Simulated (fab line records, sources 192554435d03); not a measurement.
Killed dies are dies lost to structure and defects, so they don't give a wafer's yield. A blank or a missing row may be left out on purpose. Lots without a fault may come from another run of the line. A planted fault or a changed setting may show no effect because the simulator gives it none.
fab line records | flow n5_finfet | part 2 of 2: steps 19 to 30 of 30
record lots=5 wafers=15 last_day=16
route steps=1938 shown FIN_CUT@173 STI_FIN_REVEAL@183
lots that met no fault: from a run of the same line without faults
start_h: hours from the record's first day to the start of the lot's first wafer shown | wait_h: hours since the lot's step before | " the same as in the row above | L1.1+2: a row that stands for several wafers | - no value, or no start given | * or withheld: withheld | < > ~ a bound
route shown NAME@n: a module of which the file shows steps, and the number in the route of the first | usual: mean/standard deviation of fault-free wafers | same: alike in all rows | chamber/n: place in a boat | sites: the reading at each site | _std_site: their standard deviation | _edge_site: outer sites' mean less inner sites' | radius_mm: how far each site lies from the wafer's centre | mask NAME#n: copy n | behind: the tool/chamber that last shaped the wafer | hold: why the lot was held/for how many hours/how that ended | device: the transistor (n, p or np) that didn't switch | end of line: the same wafers' tests at the end of the route | a step without rows: its recipe alone | killed: dies lost to structure and defects at the first sort, not the wafer's yield | map: a wafer's dies, x killed, . not, _ none there
set.NAME: the setting as run; set.NAME@STEP: as run at that earlier step | model.NAME: the simulator's own value behind a step, which no gauge read
lots at some steps of the route; a table a step, a row a wafer
services: from which hour (start_h, from the record's first day; less than 0 if before it) a tool's chamber was out of use, for how many hours, and why
## steps
# step N5_STI_FIN_REVEAL_STRIP_24
# recipe chemistry=N2/H2 time_s=90 power_w=100 temp_c=40 pressure_mtorr=100 rf_frequency_hz=6e+07 bias_power_w=3 n2_flow_sccm=300 h2_flow_sccm=300
# usual drypump_motor_current_A=5.54/0.26 oes_product_au=0.77/0.078 rf_vpp_V=45.4/0.84 showerhead_plenum_p_Torr=3.33/0.13 throttle_valve_pct=12.25/0.18
# columns lot.wafer tool chamber start_h wait_h drypump_motor_current_A oes_product_au rf_hours_counter_h rf_vpp_V showerhead_plenum_p_Torr throttle_valve_pct
L076.2 rie_diel-01 2 47.18 0.0 5.93 0.92 33 45.8 3.44 12.23
L076.3 " 1 " " 5.11 0.92 19 45.6 3.44 12.06
L076.6 " 0 " " 5.47 0.69 - 45.0 3.34 12.26
L078.3 rie_diel-03 0 61.24 0.0 5.61 0.85 41 45.6 3.58 12.34
L078.5 " 1 " " 5.70 0.79 - 46.5 3.25 12.12
L078.6 " 0 " " 5.57 0.85 - 46.5 3.58 12.32
L081.1 rie_diel-03 2 76.24 0.0 5.57 0.78 139 44.7 3.10 12.19
L081.3 " 0 " " 5.58 0.84 45 45.5 3.57 12.34
L081.6 " 1 " " 5.75 0.79 - 46.4 3.25 12.13
L085.3 rie_diel-01 1 103.08 0.0 5.11 0.88 46 45.4 3.43 12.10
L085.5 " 3 " " 5.42 0.76 - 45.7 3.40 11.97
L085.6 " 0 " " 5.45 0.67 - 43.7 3.33 12.30
L093.3 rie_diel-02 2 148.18 0.0 5.82 0.69 249 46.3 3.45 12.44
L093.4 " 0 " " 5.46 0.71 189 45.5 3.22 12.30
L093.6 " 2 " " 5.81 0.69 - 46.0 3.45 12.45
# step N5_STI_FIN_REVEAL_PRECLEAN_25
# recipe chemistry=SPM time_s=90 temp_c=120 mix=4:1
# columns lot.wafer tool chamber start_h wait_h
L076.2+3+6 wet_bench-03 4,6,5 47.31 0.1
L078.3+5+6 wet_bench-03 6,5,4 61.36 0.1
L081.1+3+6 wet_bench-05 4,7,1 76.36 0.1
L085.3+5+6 wet_bench-05 0,5,6 103.20 0.1
L093.3+4+6 wet_bench-03 3,2,4 148.31 0.1
# step N5_STI_FIN_REVEAL_PRECLEAN_26
# recipe chemistry=SC1 time_s=45 temp_c=46 mix=1:2:100
# columns lot.wafer tool chamber start_h wait_h
L076.2+3+6 wet_bench-03 4,6,5 47.33 0.0
L078.3+5+6 wet_bench-03 6,5,4 61.39 0.0
L081.1+3+6 wet_bench-05 4,7,1 76.39 0.0
L085.3+5+6 wet_bench-05 0,5,6 103.23 0.0
L093.3+4+6 wet_bench-03 3,2,4 148.33 0.0
# step N5_STI_FIN_REVEAL_PRECLEAN_29
# recipe chemistry=DHF time_s=30 temp_c=25 dilution=300:1
# columns lot.wafer tool chamber start_h wait_h
L076.2+3+6 wet_bench-03 4,6,5 47.35 0.0
L078.3+5+6 wet_bench-03 6,5,4 61.40 0.0
L081.1+3+6 wet_bench-05 4,7,1 76.40 0.0
L085.3+5+6 wet_bench-05 0,5,6 103.24 0.0
L093.3+4+6 wet_bench-03 3,2,4 148.35 0.0
# step N5_STI_FIN_REVEAL_SRD_12
# recipe time_s=30 temp_c=23 rinse_liquid=diw dry=ipa_marangoni
# columns lot.wafer tool chamber start_h wait_h
L076.2+3+6 wet_bench-03 4,6,5 47.35 0.0
L078.3+5+6 wet_bench-03 6,5,4 61.41 0.0
L081.1+3+6 wet_bench-05 4,7,1 76.41 0.0
L085.3+5+6 wet_bench-05 0,5,6 103.25 0.0
L093.3+4+6 wet_bench-03 3,2,4 148.36 0.0
# step N5_STI_FIN_REVEAL_RECESS_09
# recipe chemistry=HF/NH3 target=SiO2 afs_cycles=11 target_depth_a=425 temp_c=30 sublimation_temp_c=180 sublimation_time_s=60
# usual drypump_motor_current_A=5.72/0.23
# columns lot.wafer tool chamber start_h wait_h drypump_motor_current_A
L076.2 vapor_etch-01 1 47.40 0.0 5.79
L076.3 " 0 " " 5.36
L076.6 " 1 " " 5.83
L078.3 vapor_etch-02 0 62.16 0.7 5.83
L078.5 " 1 " " 5.99
L078.6 " 0 " " 5.84
L081.1 vapor_etch-02 1 76.46 0.0 6.00
L081.3 " 0 " " 5.82
L081.6 " 1 " " 5.99
L085.3 vapor_etch-01 1 103.82 0.6 5.78
L085.5 " 1 " " 5.80
L085.6 " 0 " " 5.40
L093.3 vapor_etch-01 0 148.93 0.6 5.38
L093.4 " 1 " " 5.81
L093.6 " 1 " " 5.82
# step N5_STI_FIN_REVEAL_STRIP_16
# recipe chemistry=H3PO4 material=SiNx temp_c=165 target_depth_a=238 overetch_fraction=0.4964 dry=ipa_marangoni
# columns lot.wafer tool chamber start_h wait_h
L076.2+3+6 wet_bench-03 3,0,5 49.02 1.1
L078.3+5+6 wet_bench-03 4,3,0 63.60 0.7
L081.1+3+6 wet_bench-03 1,3,5 78.07 1.1
L085.3+5+6 wet_bench-01 1,0,2 104.91 0.6
L093.3+4+6 wet_bench-01 7,6,0 150.02 0.6
# step N5_STI_FIN_REVEAL_PRECLEAN_17
# recipe chemistry=NF3:NH3 afs_cycles=1 temp_c=30 time_s=20 sublimation_temp_c=180 sublimation_time_s=60 pressure_torr=3 rf_power_w=30
# usual rf_power_w=30.00/0.084
# columns lot.wafer tool chamber start_h wait_h rf_power_w
L076.2 remote_plasma-02 1 49.32 0.1 30.01
L076.3 " 1 " " 30.08
L076.6 " 1 " " 29.94
L078.3 remote_plasma-01 1 63.93 0.1 30.01
L078.5 " 1 " " 29.98
L078.6 " 1 " " 30.01
L081.1 remote_plasma-01 0 78.34 0.0 30.05
L081.3 " 0 " " 29.91
L081.6 " 0 " " 29.95
L085.3 remote_plasma-02 1 105.24 0.1 30.00
L085.5 " 1 " " 30.07
L085.6 " 1 " " 30.13
L093.3 remote_plasma-01 1 150.41 0.2 30.03
L093.4 " 1 " " 30.07
L093.6 " 1 " " 30.05
# step N5_STI_FIN_REVEAL_ETCH_34
# recipe chemistry=H2 mode=isotropic material=Si target=Si target_depth_a=9.7 temp_c=20 pressure_mtorr=4.5 icp_w=300 bias_w=0 h2_flow_sccm=7.5 he_flow_sccm=142.5
# usual drypump_motor_current_A=5.9/0.45 he_flow_sccm=142.5/0.43 oes_product_au=1.003/0.02 throttle_valve_pct=25.9/0.47
# columns lot.wafer tool chamber start_h wait_h drypump_motor_current_A he_flow_sccm oes_product_au rf_hours_counter_h throttle_valve_pct
L076.2 rie_si-02 0 49.49 0.1 5.9 141.8 1.012 71 26.0
L076.3 " 3 " " 5.1 142.2 1.046 163 25.5
L076.6 " 0 " " 5.9 142.9 1.009 - 26.0
L078.3 rie_si-06 2 64.08 0.1 6.1 142.8 1.000 66 26.6
L078.5 " 1 " " 6.4 142.4 1.016 - 26.3
L078.6 " 2 " " 6.2 142.7 0.999 - 26.6
L081.1 rie_si-02 0 78.55 0.2 5.9 142.9 0.994 71 26.0
L081.3 " 3 " " 5.1 142.6 1.052 164 25.5
L081.6 " 1 " " 5.0 141.7 0.990 - 25.4
L085.3 rie_si-03 0 105.38 0.1 6.3 142.4 1.004 118 26.5
L085.5 " 2 " " 5.8 142.7 1.029 - 25.5
L085.6 " 1 " " 6.4 142.4 0.959 - 25.4
L093.3 rie_si-02 0 150.68 0.2 5.9 142.4 1.002 73 26.0
L093.4 " 3 " " 5.1 141.9 1.044 165 25.5
L093.6 " 0 " " 5.9 142.7 1.009 - 26.0
# step N5_STI_FIN_REVEAL_OXIDATION_31
# recipe chemistry=O2_PLASMA_REMOTE temp_c=150 time_s=20 pressure_mtorr=1000 source_power_w=2000 o2_flow_sccm=3000
# usual drypump_motor_current_A=5.7/0.61 heater_power_w=139/11
# columns lot.wafer tool chamber start_h wait_h drypump_motor_current_A heater_power_w rf_hours_counter_h
L076.2 plasma_asher-02 0 49.55 0.0 4.8 128 83
L076.3 " 1 " " 6.1 151 -
L076.6 " 0 " " 4.8 130 -
L078.3 plasma_asher-02 1 64.16 0.1 6.0 153 -
L078.5 " 1 " " 6.0 154 -
L078.6 " 0 " " 4.8 134 -
L081.1 plasma_asher-02 1 78.61 0.0 6.0 153 89
L081.3 " 0 " " 4.8 128 -
L081.6 " 0 " " 4.9 127 -
L085.3 plasma_asher-02 1 105.46 0.1 6.0 145 -
L085.5 " 1 " " 6.0 150 -
L085.6 " 0 " " 4.8 129 -
L093.3 plasma_asher-02 0 150.76 0.1 4.8 129 -
L093.4 " 1 " " 6.0 151 -
L093.6 " 0 " " 4.8 128 -
# step N5_STI_FIN_REVEAL_PRECLEAN_32
# recipe chemistry=NF3:NH3 afs_cycles=1 temp_c=30 time_s=20 sublimation_temp_c=180 sublimation_time_s=60 pressure_torr=3 rf_power_w=30
# usual rf_power_w=29.99/0.089
# columns lot.wafer tool chamber start_h wait_h rf_power_w
L076.2 remote_plasma-01 0 49.66 0.1 30.04
L076.3 " 0 " " 30.03
L076.6 " 0 " " 30.04
L078.3 remote_plasma-02 1 64.28 0.1 29.92
L078.5 " 1 " " 29.92
L078.6 " 1 " " 29.95
L081.1 remote_plasma-02 0 78.69 0.1 29.90
L081.3 " 0 " " 29.87
L081.6 " 0 " " 29.92
L085.3 remote_plasma-01 0 105.65 0.2 29.85
L085.5 " 0 " " 29.89
L085.6 " 0 " " 29.98
L093.3 remote_plasma-02 1 150.88 0.1 30.03
L093.4 " 1 " " 29.95
L093.6 " 1 " " 30.09
# step N5_STI_FIN_REVEAL_STRIP_35
# recipe chemistry=H3PO4 material=Si3N4 temp_c=165 target_depth_a=40 time_s=39
# columns lot.wafer tool chamber start_h wait_h
L076.2+3+6 wet_bench-05 5,0,2 49.84 0.2
L078.3+5+6 wet_bench-03 4,5,3 64.43 0.1
L081.1+3+6 wet_bench-03 3,6,7 78.90 0.2
L085.3+5+6 wet_bench-05 4,6,1 105.92 0.2
L093.3+4+6 wet_bench-03 0,2,5 151.03 0.1
## services
# columns tool chamber start_h hours kind
ald_sin-04 - 17.32 6.0 pm
rie_diel-03 0 19.71 8.0 repair
ald_sin-04 0 30.21 10.9 repair
rie_diel-01 - 33.24 0.2 repair
rie_diel-05 3 33.26 6.7 repair
rie_diel-03 0 36.86 10.3 repair
ald_sin-02 3 46.20 9.2 repair
rie_diel-03 1 47.32 13.0 repair
ald_sin-02 2 62.97 10.5 repair
cmp-01 - 63.86 3.4 repair
rie_diel-01 2 65.93 13.0 repair
cmp-01 - 69.69 4.8 pm
rie_diel-05 1 79.71 3.2 repair
ald_sin-02 - 85.65 14.0 pm
wet_bench-02 - 88.78 1.9 pm
cmp-01 - 91.38 3.1 repair
rie_si-05 2 96.28 2.8 repair
ald_sin-04 - 99.10 2.1 repair
rie_si-05 - 101.36 0.1 repair
rie_si-04 - 106.33 2.8 pm
ald_sin-02 1 112.48 13.1 repair
ald_sin-02 3 124.40 4.0 repair
ald_sin-04 3 133.74 11.3 repair
rie_si-04 3 150.59 13.1 repair
